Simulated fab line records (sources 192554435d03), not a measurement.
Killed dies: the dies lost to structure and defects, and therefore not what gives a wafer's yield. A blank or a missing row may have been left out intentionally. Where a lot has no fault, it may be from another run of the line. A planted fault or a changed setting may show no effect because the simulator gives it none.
Chamber matching / flow n5Finfet / 4 sister chambers for N5_GATE_CUT_STRIP_41 on rieDiel-03
The step strips in CF4. 22 wafers are shown with their chamber, then 11 later ones without.

== WAFERS WITH THEIR CHAMBER ==
wafer=L075.2; chamber=0; showerheadPlenumPTorr (Torr)=1.81; throttleValvePct (%)=13.95; oesProductAu (a.u.)=0.164
wafer=L075.3; chamber=3; showerheadPlenumPTorr (Torr)=1.88; throttleValvePct (%)=13.53; oesProductAu (a.u.)=0.194
wafer=L075.5; chamber=1; showerheadPlenumPTorr (Torr)=1.83; throttleValvePct (%)=13.81; oesProductAu (a.u.)=0.159
wafer=L076.1; chamber=0; showerheadPlenumPTorr (Torr)=1.81; throttleValvePct (%)=13.97; oesProductAu (a.u.)=0.174
wafer=L076.2; chamber=1; showerheadPlenumPTorr (Torr)=1.83; throttleValvePct (%)=13.83; oesProductAu (a.u.)=0.158
wafer=L076.4; chamber=2; showerheadPlenumPTorr (Torr)=1.83; throttleValvePct (%)=13.47; oesProductAu (a.u.)=0.205
wafer=L078.2; chamber=0; showerheadPlenumPTorr (Torr)=1.81; throttleValvePct (%)=13.99; oesProductAu (a.u.)=0.172
wafer=L078.3; chamber=1; showerheadPlenumPTorr (Torr)=1.83; throttleValvePct (%)=13.85; oesProductAu (a.u.)=0.160
wafer=L078.6; chamber=1; showerheadPlenumPTorr (Torr)=1.83; throttleValvePct (%)=13.84; oesProductAu (a.u.)=0.161
wafer=L079.2; chamber=3; showerheadPlenumPTorr (Torr)=1.88; throttleValvePct (%)=13.54; oesProductAu (a.u.)=0.193
wafer=L079.3; chamber=1; showerheadPlenumPTorr (Torr)=1.83; throttleValvePct (%)=13.83; oesProductAu (a.u.)=0.152
wafer=L079.4; chamber=2; showerheadPlenumPTorr (Torr)=1.82; throttleValvePct (%)=13.48; oesProductAu (a.u.)=0.201
wafer=L083.4; chamber=0; showerheadPlenumPTorr (Torr)=1.80; throttleValvePct (%)=14.00; oesProductAu (a.u.)=0.162
wafer=L083.5; chamber=1; showerheadPlenumPTorr (Torr)=1.83; throttleValvePct (%)=13.83; oesProductAu (a.u.)=0.155
wafer=L083.6; chamber=0; showerheadPlenumPTorr (Torr)=1.80; throttleValvePct (%)=14.01; oesProductAu (a.u.)=0.166
wafer=L085.1; chamber=2; showerheadPlenumPTorr (Torr)=1.82; throttleValvePct (%)=13.52; oesProductAu (a.u.)=0.195
wafer=L085.4; chamber=0; showerheadPlenumPTorr (Torr)=1.80; throttleValvePct (%)=14.01; oesProductAu (a.u.)=0.171
wafer=L085.5; chamber=3; showerheadPlenumPTorr (Torr)=1.88; throttleValvePct (%)=13.57; oesProductAu (a.u.)=0.186
wafer=L086.1; chamber=3; showerheadPlenumPTorr (Torr)=1.88; throttleValvePct (%)=13.59; oesProductAu (a.u.)=0.191
wafer=L086.4; chamber=3; showerheadPlenumPTorr (Torr)=1.88; throttleValvePct (%)=13.58; oesProductAu (a.u.)=0.188
wafer=L086.6; chamber=0; showerheadPlenumPTorr (Torr)=1.80; throttleValvePct (%)=14.03; oesProductAu (a.u.)=0.175
wafer=L090.1; chamber=0; showerheadPlenumPTorr (Torr)=1.80; throttleValvePct (%)=14.04; oesProductAu (a.u.)=0.164

SIGNATURES (means of the wafers above)
reading=showerheadPlenumPTorr; chamber 0=1.8037; chamber 1=1.8300; chamber 2=1.8233; chamber 3=1.8800; scatter within a chamber=0.00376
reading=throttleValvePct; chamber 0=14.0000; chamber 1=13.8317; chamber 2=13.4900; chamber 3=13.5620; scatter within a chamber=0.0249
reading=oesProductAu; chamber 0=0.16850; chamber 1=0.15750; chamber 2=0.20033; chamber 3=0.19040; scatter within a chamber=0.0043
Rule: a wafer's distance from a chamber is the root of the sum, over the readings, of the square of ((its reading less the chamber's mean) divided by the reading's scatter). The wafer belongs to the nearest chamber; if the next one is less than 2 further off, it can't be placed. The scatter: the root of (the sum of the squares of (reading less its chamber's mean) over the shown wafers, divided by (wafers less chambers)).

== WAFERS WITH NO CHAMBER GIVEN ==
wafer=L090.2; showerheadPlenumPTorr (Torr)=1.87; throttleValvePct (%)=13.59; oesProductAu (a.u.)=0.184
wafer=L090.3; showerheadPlenumPTorr (Torr)=1.83; throttleValvePct (%)=13.26; oesProductAu (a.u.)=0.224
wafer=L091.1; showerheadPlenumPTorr (Torr)=1.82; throttleValvePct (%)=13.29; oesProductAu (a.u.)=0.216
wafer=L091.3; showerheadPlenumPTorr (Torr)=1.80; throttleValvePct (%)=14.05; oesProductAu (a.u.)=0.172
wafer=L091.6; showerheadPlenumPTorr (Torr)=1.80; throttleValvePct (%)=14.06; oesProductAu (a.u.)=0.169
wafer=L093.1; showerheadPlenumPTorr (Torr)=1.82; throttleValvePct (%)=13.28; oesProductAu (a.u.)=0.216
wafer=L093.4; showerheadPlenumPTorr (Torr)=1.87; throttleValvePct (%)=13.62; oesProductAu (a.u.)=0.187
wafer=L093.6; showerheadPlenumPTorr (Torr)=1.82; throttleValvePct (%)=13.55; oesProductAu (a.u.)=0.189
wafer=L095.2; showerheadPlenumPTorr (Torr)=1.82; throttleValvePct (%)=13.30; oesProductAu (a.u.)=0.216
wafer=L095.4; showerheadPlenumPTorr (Torr)=1.80; throttleValvePct (%)=14.06; oesProductAu (a.u.)=0.160
wafer=L095.5; showerheadPlenumPTorr (Torr)=1.80; throttleValvePct (%)=14.06; oesProductAu (a.u.)=0.168

== WHICH CHAMBER EACH WENT THROUGH ==
wafer=L090.2; from the rows above=3; in truth=3
wafer=L090.3; from the rows above=2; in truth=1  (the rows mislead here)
wafer=L091.1; from the rows above=2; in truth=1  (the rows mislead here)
wafer=L091.3; from the rows above=0; in truth=0
wafer=L091.6; from the rows above=0; in truth=0
wafer=L093.1; from the rows above=2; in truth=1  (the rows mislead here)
wafer=L093.4; from the rows above=3; in truth=3
wafer=L093.6; from the rows above=2; in truth=2
wafer=L095.2; from the rows above=2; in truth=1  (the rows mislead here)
wafer=L095.4; from the rows above=0; in truth=0
wafer=L095.5; from the rows above=0; in truth=0
Correct placement for 7 of the 11. Left unplaced by these rows: 0. 4 placed wrongly.
